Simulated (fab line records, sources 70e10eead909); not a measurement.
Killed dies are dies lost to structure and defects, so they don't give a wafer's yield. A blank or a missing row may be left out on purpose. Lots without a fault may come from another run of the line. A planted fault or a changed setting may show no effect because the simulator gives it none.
fab line records | flow nand_harc
record lots=24 wafers=72 last_day=34
route steps=1302 shown A_DECK1_JOINT@530 A_ONON_D2@546 A_CHANNEL_HOLE_D2@585 A_CHANNEL_FILL_D2@613
lots that met no fault: from a run of the same line without faults
start_h: hours from the record's first day to the start of the lot's first wafer shown | wait_h: hours since the lot's step before | " the same as in the row above | L1.1+2: a row that stands for several wafers | - no value, or no start given | * or withheld: withheld | < > ~ a bound
route shown NAME@n: a module of which the file shows steps, and the number in the route of the first | usual: mean/standard deviation of fault-free wafers | same: alike in all rows | chamber/n: place in a boat | sites: the reading at each site | _std_site: their standard deviation | _edge_site: outer sites' mean less inner sites' | radius_mm: how far each site lies from the wafer's centre | mask NAME#n: copy n | behind: the tool/chamber that last shaped the wafer | hold: why the lot was held/for how many hours/how that ended | device: the transistor (n, p or np) that didn't switch | end of line: the same wafers' tests at the end of the route | a step without rows: its recipe alone | killed: dies lost to structure and defects at the first sort, not the wafer's yield | map: a wafer's dies, x killed, . not, _ none there
set.NAME: the setting as run; set.NAME@STEP: as run at that earlier step | model.NAME: the simulator's own value behind a step, which no gauge read
steps of the route over a sample of lots; a table a step, a row a wafer
services: from which hour (start_h, from the record's first day; less than 0 if before it) a tool's chamber was out of use, for how many hours, and why
## steps
# step NHARC_A_DECK1_JOINT_ETCHBACK_00
# recipe target_depth_a=300 time_s=17.4 hbr_flow_sccm=150 rf_w=350 icp_w=350 bias_w=60 chemistry=HBr
# usual drypump_motor_current_A=5.8/0.45 oes_product_au=1.003/0.012 throttle_valve_pct=23.267/0.0092
# columns lot.wafer tool chamber start_h wait_h drypump_motor_current_A oes_product_au rf_hours_counter_h throttle_valve_pct
L075.2 rie_si-05 3 251.64 0.1 5.7 0.996 0.7 23.264
L075.3 " 0 " " 5.6 0.970 0.7 23.275
L075.6 " 3 " " 5.7 0.999 - 23.253
L074.4 rie_si-01 1 251.67 0.1 5.5 1.014 0.3 23.278
L074.2 " 2 " " 5.1 0.976 0.3 23.259
L074.5 " 3 " " 5.8 1.017 - 23.272
L076.3 rie_si-02 2 273.35 0.1 6.4 0.997 1.1 23.256
L076.2 " 3 " " 6.2 1.011 1.1 23.246
L076.1 " 1 " " 5.7 0.993 1.1 23.270
L078.4 rie_si-02 3 286.33 0.1 6.2 1.013 0 23.274
L078.2 " 0 " " 6.4 0.996 0 23.263
L078.6 " 3 " " 6.2 1.014 - 23.273
L077.4 rie_si-01 0 293.09 0.1 4.8 1.012 0.5 23.261
L077.1 " 1 " " 5.5 0.993 0.7 23.271
L077.5 " 0 " " 4.8 1.017 - 23.280
L079.1 rie_si-01 0 306.69 0.1 4.8 1.011 0.7 23.255
L079.2 " 1 " " 5.5 1.011 0.8 23.279
L079.4 " 3 " " 5.8 0.991 0.8 23.269
L080.1 rie_si-02 3 306.70 0.1 6.2 1.010 0.2 23.259
L080.2 " 0 " " 6.4 0.988 0.2 23.266
L080.6 " 3 " " 6.2 1.005 - 23.268
L081.3 rie_si-01 2 319.83 0.1 5.1 0.992 0.8 23.265
L081.1 " 0 " " 4.8 0.996 0.8 23.261
L081.4 " 1 " " 5.5 1.011 1.0 23.257
L082.4 rie_si-02 3 326.97 0.1 6.2 1.008 0.3 23.268
L082.6 " 0 " " 6.4 0.995 - 23.267
L082.5 " 1 " " 5.8 0.985 - 23.261
L083.3 rie_si-02 1 334.88 0.1 5.8 0.988 0.3 23.275
L083.5 " 2 " " 6.4 1.010 - 23.254
L083.6 " 3 " " 6.2 1.001 - 23.280
L085.3 rie_si-05 2 351.95 0.1 6.2 0.981 0.3 23.277
L085.4 " 3 " " 5.7 1.023 0.3 23.275
L085.5 " 1 " " 5.9 1.005 - 23.259
L084.2 rie_si-02 1 351.98 0.1 5.7 0.989 0.4 23.263
L084.6 " 2 " " 6.4 1.018 - 23.269
L084.5 " 3 " " 6.2 1.006 - 23.266
L086.1 rie_si-05 3 378.05 0.1 5.7 1.022 0.5 23.265
L086.3 " 0 " " 5.6 0.994 0.4 23.275
L086.6 " 2 " " 6.2 1.009 - 23.253
L088.1 rie_si-02 2 394.80 0.1 6.4 1.020 0.6 23.265
L088.3 " 3 " " 6.2 1.002 0.8 23.281
L088.4 " 1 " " 5.8 0.992 0.6 23.274
L087.1 rie_si-01 3 394.81 0.1 5.8 0.999 0.1 23.254
L087.3 " 1 " " 5.5 0.986 0.0 23.269
L087.5 " 2 " " 5.1 1.009 - 23.260
L089.4 rie_si-05 0 403.11 0.1 5.6 1.005 0.6 23.279
L089.2 " 2 " " 6.2 1.004 0.6 23.274
L089.3 " 3 " " 5.7 1.019 0.6 23.278
L090.2 rie_si-05 1 416.72 0.1 5.9 0.990 0.7 23.273
L090.1 " 0 " " 5.6 0.992 0.7 23.263
L090.6 " 1 " " 5.9 0.999 - 23.250
L091.2 rie_si-05 3 425.82 0.1 5.7 1.016 0.7 23.268
L091.4 " 1 " " 5.9 1.000 0.7 23.262
L091.5 " 0 " " 5.6 0.984 - 23.269
L092.4 rie_si-05 2 439.18 0.1 6.3 1.010 0.9 23.258
L092.1 " 0 " " 5.6 0.973 0.8 23.262
L092.2 " 1 " " 5.9 0.995 0.9 23.266
L094.4 rie_si-05 2 442.71 0.1 6.3 1.011 0.9 23.284
L094.1 " 0 " " 5.7 0.987 0.8 23.250
L094.3 " 1 " " 5.9 0.997 0.9 23.256
L093.4 rie_si-01 0 442.72 0.1 4.9 0.991 0.4 23.256
L093.3 " 1 " " 5.5 0.984 0.3 23.270
L093.5 " 3 " " 5.8 1.002 - 23.298
L095.4 rie_si-01 2 466.16 0.1 5.1 1.026 0.5 23.262
L095.6 " 2 " " 5.1 1.020 - 23.263
L095.5 " 3 " " 5.8 1.008 - 23.274
L096.2 rie_si-05 3 466.16 0.1 5.7 1.007 1.0 23.264
L096.1 " 2 " " 6.3 1.004 1.2 23.270
L096.5 " 3 " " 5.7 1.007 - 23.269
L097.2 rie_si-02 2 480.68 0.1 6.4 1.007 0.1 23.277
L097.4 " 0 " " 6.4 1.027 0.1 23.272
L097.6 " 1 " " 5.8 1.015 - 23.274
# step NHARC_A_ONON_D2_THK_MEAS_02
# recipe thk_meas_gauge=ellipsometry
# usual thk_nm=1001/10
# columns lot.wafer tool chamber start_h wait_h thk_nm
L075.2 film_metro-02 - 274.48 - 1003
L075.3 " - " " 1002
L075.6 " - " " 1003
L074.2 film_metro-02 - 274.66 - 993
L074.4 " - " " 993
L074.5 " - " " 992
L076.1 film_metro-02 - 297.39 - 1012
L076.2 " - " " 1011
L076.3 " - " " 1010
L078.2 film_metro-01 - 312.03 - 992
L078.4 " - " " 992
L078.6 " - " " 992
L077.1 film_metro-01 - 318.11 - 1001
L077.4 " - " " 1004
L077.5 " - " " 1002
L080.1 film_metro-02 - 332.42 - 998
L080.2 " - " " 997
L080.6 " - " " 1000
L079.1 film_metro-01 - 332.42 - 1005
L079.2 " - " " 1008
L079.4 " - " " 1004
L081.1 film_metro-01 - 344.92 - 991
L081.3 " - " " 989
L081.4 " - " " 991
L082.4 film_metro-01 - 353.39 - 1011
L082.5 " - " " 1011
L082.6 " - " " 1012
L083.3 film_metro-02 - 361.46 - 1006
L083.5 " - " " 1006
L083.6 " - " " 1005
L084.2 film_metro-01 - 376.05 - 1013
L084.5 " - " " 1011
L084.6 " - " " 1011
L085.3 film_metro-01 - 376.12 - 1013
L085.4 " - " " 1012
L085.5 " - " " 1011
L086.1 film_metro-02 - 404.49 - 1003
L086.3 " - " " 1003
L086.6 " - " " 1001
L088.1 film_metro-01 - 419.94 - 1001
L088.3 " - " " 1000
L088.4 " - " " 999
L087.1 film_metro-02 - 419.96 - 991
L087.3 " - " " 991
L087.5 " - " " 991
L089.2 film_metro-01 - 426.50 - 979
L089.3 " - " " 978
L089.4 " - " " 979
L090.1 film_metro-01 - 441.00 - 989
L090.2 " - " " 988
L090.6 " - " " 988
L091.2 film_metro-01 - 450.14 - 996
L091.4 " - " " 997
L091.5 " - " " 996
L092.1 film_metro-02 - 461.12 - 1011
L092.2 " - " " 1011
L092.4 " - " " 1010
L094.1 film_metro-02 - 463.71 - 1007
L094.3 " - " " 1008
L094.4 " - " " 1008
L093.3 film_metro-01 - 463.80 - 1024
L093.4 " - " " 1024
L093.5 " - " " 1024
L096.1 film_metro-01 - 490.40 - 987
L096.2 " - " " 986
L096.5 " - " " 986
L095.4 film_metro-02 - 490.44 - 1001
L095.5 " - " " 1002
L095.6 " - " " 1002
L097.2 film_metro-01 - 513.60 - 993
L097.4 " - " " 991
L097.6 " - " " 993
# step NHARC_A_CHANNEL_HOLE_D2_DESCUM_15
# recipe time_s=3 o2_flow_sccm=200 ar_flow_sccm=0 bias_power_w=0 chemistry=O2
# usual drypump_motor_current_A=5.8/0.42 oes_product_au=0.999/0.012 rf_vpp_V=57.5/0.82 showerhead_plenum_p_Torr=1.85/0.086 throttle_valve_pct=11.311/0.01
# columns lot.wafer tool chamber start_h wait_h drypump_motor_current_A oes_product_au rf_hours_counter_h rf_vpp_V showerhead_plenum_p_Torr throttle_valve_pct
L074.2 rie_diel-13 1 291.96 0.1 5.8 1.011 6.0 57.5 1.80 11.308
L074.4 " 2 " " 6.3 0.996 7.0 57.1 1.79 11.304
L074.5 " 0 " " 5.0 0.980 - 57.4 1.81 11.316
L075.2 rie_diel-10 2 292.29 0.1 5.8 0.989 1.4 57.0 1.85 11.300
L075.3 " 3 " " 5.7 1.000 1.1 57.7 1.98 11.295
L075.6 " 1 " " 6.2 1.005 - 57.7 1.95 11.297
L076.3 rie_diel-10 3 314.36 0.1 5.7 1.002 2.9 55.9 1.98 11.314
L076.1 " 1 " " 6.2 0.995 3.0 58.3 1.95 11.316
L076.2 " 2 " " 5.9 0.990 3.1 56.5 1.85 11.301
L078.2 rie_diel-07 2 327.86 0.1 5.9 0.987 0.8 59.1 2.05 11.307
L078.4 " 3 " " 5.6 0.994 0.8 56.8 1.82 11.300
L078.6 " 2 " " 5.9 0.993 - 57.2 2.05 11.302
L077.4 rie_diel-13 1 333.43 0.1 5.8 1.014 8.5 56.7 1.80 11.318
L077.1 " 2 " " 6.3 0.997 9.1 57.4 1.79 11.309
L077.5 " 0 " " 5.0 1.000 - 56.9 1.81 11.333
L079.1 rie_diel-07 1 349.19 0.1 5.1 1.017 2.0 58.6 1.79 11.328
L079.2 " 0 " " 6.2 0.995 2.0 57.4 1.83 11.299
L079.4 " 3 " " 5.6 1.003 - 57.2 1.82 11.315
L080.2 rie_diel-10 2 349.51 0.1 5.9 1.011 4.9 56.6 1.85 11.315
L080.1 " 3 " " 5.7 1.013 5.0 57.8 1.98 11.329
L080.6 " 0 " " 5.8 1.007 - 58.7 1.78 11.307
L081.4 rie_diel-07 0 361.84 0.1 6.2 0.984 3.2 56.5 1.83 11.331
L081.3 " 1 " " 5.0 1.027 3.1 56.8 1.79 11.320
L081.1 " 2 " " 5.9 0.997 2.3 58.0 2.05 11.313
L082.4 rie_diel-07 0 368.66 0.1 6.2 0.999 4.1 57.1 1.83 11.310
L082.6 " 2 " " 5.9 0.988 - 59.0 2.05 11.323
L082.5 " 3 " " 5.6 1.008 - 56.0 1.82 11.296
L083.3 rie_diel-07 1 382.10 0.1 5.1 1.007 5.1 57.6 1.79 11.295
L083.6 " 3 " " 5.6 0.999 - 58.0 1.82 11.308
L083.5 " 0 " " 6.2 1.005 - 59.1 1.83 11.303
L084.2 rie_diel-10 3 391.88 0.1 5.7 0.995 8.5 59.3 1.98 11.299
L084.5 " 2 " " 5.9 0.995 - 57.9 1.84 11.307
L084.6 " 3 " " 5.7 0.990 - 58.2 1.98 11.305
L085.3 rie_diel-10 0 392.82 0.1 5.8 1.017 8.9 58.3 1.78 11.307
L085.4 " 3 " " 5.7 0.996 9.0 57.2 1.98 11.305
L085.5 " 0 " " 5.8 1.018 - 57.0 1.78 11.311
L086.3 rie_diel-07 3 420.24 0.1 5.6 1.004 6.1 55.7 1.82 11.299
L086.1 " 1 " " 5.0 1.028 6.5 56.1 1.79 11.307
L086.6 " 3 " " 5.6 1.003 - 57.5 1.82 11.326
L087.1 rie_diel-13 2 442.36 0.1 6.3 0.999 3.6 57.1 1.79 11.294
L087.3 " 3 " " 6.5 0.993 3.7 57.6 1.79 11.307
L087.5 " 1 " " 5.8 1.003 - 57.8 1.80 11.301
L088.4 rie_diel-13 3 444.34 0.1 6.5 0.993 4.0 56.2 1.79 11.321
L088.3 " 0 " " 5.0 0.991 4.8 57.3 1.81 11.315
L088.1 " 1 " " 5.8 1.009 4.5 57.3 1.80 11.316
L089.4 rie_diel-07 0 448.16 0.1 6.2 0.988 7.4 57.7 1.83 11.313
L089.3 " 1 " " 5.1 1.018 7.3 59.0 1.79 11.312
L089.2 " 2 " " 5.8 0.983 6.5 57.8 2.05 11.295
L090.1 rie_diel-10 0 456.36 0.1 5.8 1.011 1.0 57.1 1.78 11.306
L090.2 " 3 " " 5.7 1.007 1.5 57.9 1.98 11.316
L090.6 " 0 " " 5.8 1.009 - 56.4 1.78 11.329
L091.4 rie_diel-10 0 465.89 0.1 5.8 1.017 2.0 57.0 1.78 11.300
L091.2 " 2 " " 5.9 0.997 3.1 57.8 1.84 11.307
L091.5 " 3 " " 5.7 0.999 - 57.5 1.98 11.311
L092.4 rie_diel-13 3 479.72 0.1 6.5 0.989 6.6 57.3 1.79 11.309
L092.1 " 0 " " 5.0 1.001 7.6 57.3 1.81 11.286
L092.2 " 1 " " 5.8 1.005 6.9 57.0 1.79 11.309
L093.4 rie_diel-13 2 481.52 0.1 6.3 0.985 6.5 57.6 1.79 11.322
L093.3 " 3 " " 6.5 0.975 7.2 58.0 1.79 11.314
L093.5 " 1 " " 5.8 1.010 - 57.6 1.79 11.304
L094.3 rie_diel-07 2 481.75 0.1 5.8 0.994 0.1 58.1 2.04 11.314
L094.4 " 3 " " 5.6 1.001 0.1 57.6 1.82 11.310
L094.1 " 0 " " 6.2 0.986 0.1 58.4 1.83 11.318
L095.4 rie_diel-13 3 505.87 0.1 6.5 0.982 8.8 56.5 1.79 11.318
L095.6 " 1 " " 5.8 1.000 - 55.9 1.79 11.296
L095.5 " 2 " " 6.3 0.991 - 57.7 1.79 11.320
L096.1 rie_diel-10 1 506.01 0.1 6.2 0.974 4.2 59.4 1.95 11.303
L096.2 " 0 " " 5.8 1.010 5.0 58.1 1.77 11.313
L096.5 " 1 " " 6.2 0.984 - 57.8 1.95 11.302
L097.4 rie_diel-07 3 530.06 0.1 5.6 1.002 2.2 56.6 1.82 11.308
L097.2 " 1 " " 5.1 0.994 2.1 58.8 1.79 11.326
L097.6 " 3 " " 5.6 0.993 - 57.0 1.82 11.295
# step NHARC_A_CHANNEL_HOLE_D2_XSEM_32
# recipe landing_energy_ev=35000
# usual bot_cd_nm=74.5/1.9 bow_nm=8.6/0.31 tilt_deg=0.08/0.039
# columns lot.wafer tool chamber start_h wait_h bot_cd_nm bow_nm tilt_deg
L074.2 xsem-02 0 298.75 0.1 72.2 8.5 0.04
L074.4 " 0 " " 70.1 8.4 0.04
L074.5 " 0 " " 73.2 8.4 0.04
L075.2 xsem-01 0 299.59 0.1 73.4 8.8 0.13
L075.3 " 0 " " 75.8 8.8 0.13
L075.6 " 0 " " 72.9 8.8 0.13
L076.1 xsem-01 0 321.16 0.1 74.9 8.4 0.04
L076.2 " 0 " " 72.9 8.3 0.04
L076.3 " 0 " " 75.0 8.3 0.04
L078.2 xsem-02 0 334.93 0.1 76.8 8.9 0.05
L078.4 " 0 " " 77.5 8.9 0.05
L078.6 " 0 " " 74.6 8.9 0.05
L077.1 xsem-01 0 340.23 0.1 74.6 9.2 0.12
L077.4 " 0 " " 78.0 9.2 0.12
L077.5 " 0 " " 73.6 9.1 0.12
L079.1 xsem-02 0 356.18 0.1 78.9 8.8 0.16
L079.2 " 0 " " 76.4 8.7 0.16
L079.4 " 0 " " 75.9 8.7 0.16
L080.1 xsem-01 0 358.42 0.1 75.1 8.9 0.10
L080.2 " 0 " " 75.7 8.8 0.10
L080.6 " 0 " " 73.7 8.8 0.10
L081.1 xsem-01 0 368.62 0.1 74.8 8.6 0.05
L081.3 " 0 " " 77.5 8.6 0.05
L081.4 " 0 " " 72.8 8.7 0.05
L082.4 xsem-02 0 376.61 0.1 72.6 8.3 0.06
L082.5 " 0 " " 73.1 8.3 0.06
L082.6 " 0 " " 75.4 8.2 0.06
L083.3 xsem-01 0 388.88 0.1 73.9 8.5 0.12
L083.5 " 0 " " 74.9 8.6 0.12
L083.6 " 0 " " 73.2 8.6 0.12
L084.2 xsem-02 0 402.78 0.1 77.0 8.3 0.08
L084.5 " 0 " " 78.8 8.3 0.07
L084.6 " 0 " " 75.0 8.3 0.08
L085.3 xsem-01 0 404.95 0.1 76.1 8.6 0.09
L085.4 " 0 " " 77.3 8.6 0.09
L085.5 " 0 " " 78.4 8.5 0.09
L086.1 xsem-02 0 427.03 0.1 75.6 8.7 0.08
L086.3 " 0 " " 74.1 8.6 0.08
L086.6 " 0 " " 72.2 8.6 0.08
L087.1 xsem-02 0 449.21 0.1 72.5 8.5 0.00
L087.3 " 0 " " 74.4 8.6 -0.01
L087.5 " 0 " " 73.0 8.6 0.00
L088.1 xsem-01 0 453.35 0.1 72.2 7.9 0.12
L088.3 " 0 " " 72.4 7.9 0.12
L088.4 " 0 " " 72.5 7.8 0.12
L089.2 xsem-01 0 457.47 0.1 71.7 8.3 0.09
L089.3 " 0 " " 75.4 8.3 0.09
L089.4 " 0 " " 72.2 8.3 0.09
L090.1 xsem-02 0 463.88 0.1 76.2 9.2 0.09
L090.2 " 0 " " 73.3 9.2 0.10
L090.6 " 0 " " 77.8 9.2 0.10
L091.2 xsem-01 0 472.64 0.1 76.4 8.4 0.02
L091.4 " 0 " " 72.6 8.4 0.02
L091.5 " 0 " " 72.2 8.4 0.02
L092.1 xsem-02 0 486.93 0.1 74.9 9.0 0.09
L092.2 " 0 " " 74.7 9.1 0.09
L092.4 " 0 " " 76.9 9.0 0.09
L093.3 xsem-01 0 490.29 0.1 76.9 8.8 0.07
L093.4 " 0 " " 76.6 8.7 0.06
L093.5 " 0 " " 76.8 8.8 0.06
L094.1 xsem-02 0 494.46 0.1 73.4 8.2 0.10
L094.3 " 0 " " 76.1 8.2 0.10
L094.4 " 0 " " 75.3 8.2 0.10
L095.4 xsem-02 0 513.17 0.1 73.1 8.5 0.03
L095.5 " 0 " " 73.9 8.3 0.03
L095.6 " 0 " " 71.8 8.4 0.03
L096.1 xsem-01 0 516.88 0.1 74.9 8.8 0.04
L096.2 " 0 " " 74.0 8.8 0.04
L096.5 " 0 " " 74.8 8.9 0.04
L097.2 xsem-02 0 540.87 0.1 77.2 8.4 0.08
L097.4 " 0 " " 74.5 8.3 0.08
L097.6 " 0 " " 76.4 8.3 0.08
# step NHARC_A_CHANNEL_FILL_D2_ALD_03
# recipe target_thk_a=60 pulse_time_s=60 ald_cycles=58 temp_c=630 pressure_torr=2 material=SiNx
# usual precursor_pulse_height_rel=1.000/0.019
# columns lot.wafer tool chamber start_h wait_h precursor_pulse_height_rel
L074.2 ald_sin_batch-01 0 - - 1.020
L074.4 " 0 " " 0.990
L074.5 " 0 " " 1.045
L075.2 ald_sin_batch-01 0 - - 1.027
L075.3 " 0 " " 1.047
L075.6 " 0 " " 0.998
L076.1 ald_sin_batch-03 0 - - 1.000
L076.2 " 0 " " 0.965
L076.3 " 0 " " 1.015
L078.2 ald_sin_batch-01 0 - - 0.995
L078.4 " 0 " " 1.015
L078.6 " 0 " " 0.985
L077.1 ald_sin_batch-03 0 - - 1.002
L077.4 " 0 " " 0.955
L077.5 " 0 " " 1.002
L079.1 ald_sin_batch-03 0 - - 1.018
L079.2 " 0 " " 1.005
L079.4 " 0 " " 0.975
L080.1 ald_sin_batch-03 0 - - 1.017
L080.2 " 0 " " 1.009
L080.6 " 0 " " 0.993
L081.1 ald_sin_batch-01 0 - - 0.998
L081.3 " 0 " " 1.031
L081.4 " 0 " " 0.977
L082.4 ald_sin_batch-03 0 - - 0.988
L082.5 " 0 " " 0.973
L082.6 " 0 " " 1.022
L083.3 ald_sin_batch-03 0 - - 1.011
L083.5 " 0 " " 1.023
L083.6 " 0 " " 0.956
L084.2 ald_sin_batch-01 0 - - 1.037
L084.5 " 0 " " 0.999
L084.6 " 0 " " 1.005
L085.3 ald_sin_batch-01 0 - - 1.017
L085.4 " 0 " " 0.989
L085.5 " 0 " " 0.990
L086.1 ald_sin_batch-01 0 - - 0.962
L086.3 " 0 " " 0.976
L086.6 " 0 " " 0.980
L087.1 ald_sin_batch-03 0 - - 0.982
L087.3 " 0 " " 1.029
L087.5 " 0 " " 1.015
L088.1 ald_sin_batch-01 0 - - 1.007
L088.3 " 0 " " 1.000
L088.4 " 0 " " 1.027
L089.2 ald_sin_batch-01 0 - - 0.985
L089.3 " 0 " " 1.016
L089.4 " 0 " " 0.974
L090.1 ald_sin_batch-01 0 - - 1.020
L090.2 " 0 " " 0.998
L090.6 " 0 " " 0.986
L091.2 ald_sin_batch-03 0 - - 0.988
L091.4 " 0 " " 0.993
L091.5 " 0 " " 1.020
L092.1 ald_sin_batch-01 0 - - 1.008
L092.2 " 0 " " 1.010
L092.4 " 0 " " 1.017
L093.3 ald_sin_batch-03 0 - - 0.960
L093.4 " 0 " " 0.985
L093.5 " 0 " " 1.016
L094.1 ald_sin_batch-02 0 - - 1.018
L094.3 " 0 " " 1.028
L094.4 " 0 " " 1.001
L095.4 ald_sin_batch-03 0 - - 0.999
L095.5 " 0 " " 0.948
L095.6 " 0 " " 0.988
L096.1 ald_sin_batch-03 0 - - 1.004
L096.2 " 0 " " 0.992
L096.5 " 0 " " 0.997
L097.2 ald_sin_batch-01 0 - - 1.007
L097.4 " 0 " " 1.010
L097.6 " 0 " " 1.021
# step NHARC_A_CHANNEL_FILL_D2_STRIP_28
# recipe time_s=20 o2_flow_sccm=500 ar_flow_sccm=0 bias_w=0 chemistry=O2
# usual drypump_motor_current_A=5.8/0.5 oes_product_au=0.997/0.013 rf_vpp_V=57.7/0.85 showerhead_plenum_p_Torr=3.51/0.14 throttle_valve_pct=17.036/0.0086
# columns lot.wafer tool chamber start_h wait_h drypump_motor_current_A oes_product_au rf_hours_counter_h rf_vpp_V showerhead_plenum_p_Torr throttle_valve_pct
L075.2 rie_diel-11 1 325.28 0.1 5.1 0.992 2 58.0 3.47 17.029
L075.3 " 2 " " 6.6 1.014 2 56.6 3.52 17.028
L075.6 " 0 " " 5.4 0.999 - 58.9 3.74 17.046
L074.4 rie_diel-02 0 325.30 0.1 5.2 0.996 21 57.7 3.51 17.036
L074.2 " 1 " " 5.3 0.994 20 57.6 3.33 17.046
L074.5 " 0 " " 5.2 0.989 - 56.9 3.51 17.028
L076.2 rie_diel-11 0 345.89 0.1 5.4 0.999 3 57.6 3.74 17.030
L076.3 " 2 " " 6.6 1.017 3 58.6 3.52 17.026
L076.1 " 3 " " 5.9 1.002 3 57.2 3.50 17.034
L078.2 rie_diel-11 1 359.58 0.1 5.1 0.981 3 57.6 3.47 17.034
L078.4 " 2 " " 6.5 1.007 4 58.1 3.52 17.044
L078.6 " 0 " " 5.4 0.991 - 58.4 3.74 17.049
L077.4 rie_diel-04 3 364.96 0.1 5.1 0.984 0 57.8 3.32 17.029
L077.1 " 2 " " 5.8 0.989 0 57.3 3.46 17.046
L077.5 " 0 " " 6.5 1.012 - 59.0 3.78 17.031
L080.1 rie_diel-02 1 380.74 0.1 5.3 0.984 32 57.6 3.32 17.025
L080.2 " 2 " " 5.8 1.002 27 58.2 3.45 17.043
L080.6 " 1 " " 5.3 0.993 - 57.3 3.32 17.030
L079.2 rie_diel-04 1 380.74 0.1 5.8 0.976 0 56.9 3.42 17.040
L079.1 " 2 " " 5.8 0.984 0 57.5 3.46 17.025
L079.4 " 3 " " 5.1 0.980 0 57.6 3.32 17.042
L081.1 rie_diel-02 2 393.50 0.1 5.8 1.008 29 57.4 3.45 17.038
L081.4 " 3 " " 6.1 1.001 34 57.4 3.26 17.035
L081.3 " 1 " " 5.3 0.994 34 58.4 3.32 17.047
L082.4 rie_diel-11 3 400.73 0.1 5.9 1.012 5 58.1 3.50 17.036
L082.6 " 2 " " 6.6 1.009 - 57.3 3.52 17.039
L082.5 " 3 " " 5.9 1.015 - 57.3 3.50 17.041
L083.3 rie_diel-04 2 414.03 0.1 5.8 0.986 1 57.6 3.46 17.046
L083.5 " 1 " " 5.8 0.993 - 57.2 3.42 17.038
L083.6 " 2 " " 5.8 0.989 - 57.7 3.46 17.035
L085.4 rie_diel-04 1 427.21 0.1 5.8 0.978 2 57.1 3.42 17.049
L085.3 " 3 " " 5.1 0.986 2 56.8 3.32 17.036
L085.5 " 0 " " 6.6 1.000 - 57.6 3.78 17.049
L084.2 rie_diel-11 2 427.23 0.1 6.6 1.001 5 58.1 3.52 17.036
L084.5 " 3 " " 5.9 1.007 - 58.1 3.50 17.041
L084.6 " 2 " " 6.5 1.005 - 57.5 3.52 17.027
L086.3 rie_diel-04 1 454.77 0.1 5.8 0.974 2 57.3 3.42 17.031
L086.1 " 0 " " 6.5 1.014 2 57.0 3.77 17.031
L086.6 " 2 " " 5.8 0.992 - 56.0 3.46 17.027
L087.1 rie_diel-11 1 473.40 0.1 5.2 0.992 1 57.9 3.46 17.040
L087.3 " 2 " " 6.5 1.010 1 58.0 3.52 17.045
L087.5 " 0 " " 5.4 0.989 - 58.3 3.74 17.033
L089.3 rie_diel-04 3 479.94 0.1 5.1 0.994 4 58.4 3.32 17.035
L089.2 " 1 " " 5.8 0.980 3 57.6 3.42 17.032
L089.4 " 2 " " 5.8 0.996 4 57.7 3.46 17.040
L088.3 rie_diel-11 3 479.94 0.1 5.9 1.020 2 57.6 3.50 17.024
L088.4 " 0 " " 5.4 1.000 2 58.8 3.74 17.039
L088.1 " 1 " " 5.1 1.006 1 56.7 3.46 17.038
L090.1 rie_diel-11 2 489.32 0.1 6.5 1.000 2 58.1 3.52 17.022
L090.2 " 3 " " 5.9 1.023 2 57.6 3.50 17.033
L090.6 " 2 " " 6.5 0.995 - 58.7 3.52 17.049
L091.2 rie_diel-04 2 497.22 0.1 5.8 0.991 4 57.7 3.46 17.037
L091.4 " 1 " " 5.8 0.983 3 56.9 3.42 17.034
L091.5 " 2 " " 5.8 0.999 - 56.9 3.46 17.033
L092.4 rie_diel-11 2 512.00 0.1 6.5 1.015 3 58.4 3.52 17.043
L092.2 " 3 " " 5.9 1.031 3 57.2 3.50 17.040
L092.1 " 1 " " 5.1 0.998 2 58.0 3.46 17.045
L093.3 rie_diel-04 3 515.99 0.1 5.2 1.002 5 57.1 3.32 17.047
L093.4 " 1 " " 5.8 0.974 4 57.4 3.42 17.051
L093.5 " 2 " " 5.8 1.002 - 56.4 3.46 17.037
L094.1 rie_diel-11 0 521.32 0.1 5.4 1.000 3 58.5 3.74 17.044
L094.3 " 1 " " 5.1 0.986 2 59.1 3.46 17.030
L094.4 " 3 " " 5.9 1.020 3 57.2 3.50 17.031
L096.1 rie_diel-11 3 542.81 0.1 5.9 1.011 3 58.6 3.50 17.048
L096.2 " 0 " " 5.4 0.967 3 58.9 3.74 17.033
L096.5 " 2 " " 6.6 1.000 - 57.7 3.52 17.048
L095.4 rie_diel-04 0 542.82 0.1 6.5 1.006 0 57.5 3.77 17.025
L095.6 " 1 " " 5.8 0.997 - 57.4 3.42 17.050
L095.5 " 2 " " 5.8 0.988 - 57.9 3.46 17.038
L097.4 rie_diel-04 1 567.28 0.1 5.8 0.984 1 56.5 3.42 17.032
L097.2 " 3 " " 5.1 0.997 1 57.4 3.32 17.028
L097.6 " 1 " " 5.8 0.996 - 57.2 3.42 17.033
## services
# columns tool chamber start_h hours kind
rie_diel-07 3 238.86 5.8 repair
rie_diel-04 3 253.30 3.0 repair
rie_diel-11 3 254.01 6.0 repair
rie_diel-11 - 255.50 9.0 pm
rie_si-05 - 272.14 0.4 repair
rie_diel-07 - 273.15 0.3 repair
rie_diel-07 1 279.68 17.5 repair
rie_diel-11 - 288.08 0.7 repair
rie_diel-07 3 290.85 6.1 repair
rie_diel-11 1 320.26 4.7 repair
rie_diel-04 - 354.90 9.0 pm
xsem-01 - 374.00 14.0 pm
rie_diel-11 2 385.28 13.1 repair
rie_diel-11 3 417.94 5.0 repair
rie_diel-11 1 420.24 25.8 repair
xsem-01 - 428.15 0.2 repair
rie_diel-11 - 432.50 9.0 pm
ald_sin_batch-01 - 442.53 9.0 repair
rie_diel-04 1 455.09 9.9 repair
rie_diel-04 - 499.67 0.5 repair
ald_sin_batch-01 - 509.09 26.0 pm
rie_diel-11 0 524.18 7.7 repair
rie_diel-04 - 531.90 9.0 pm
rie_diel-04 1 547.04 3.9 repair
## key
fault none
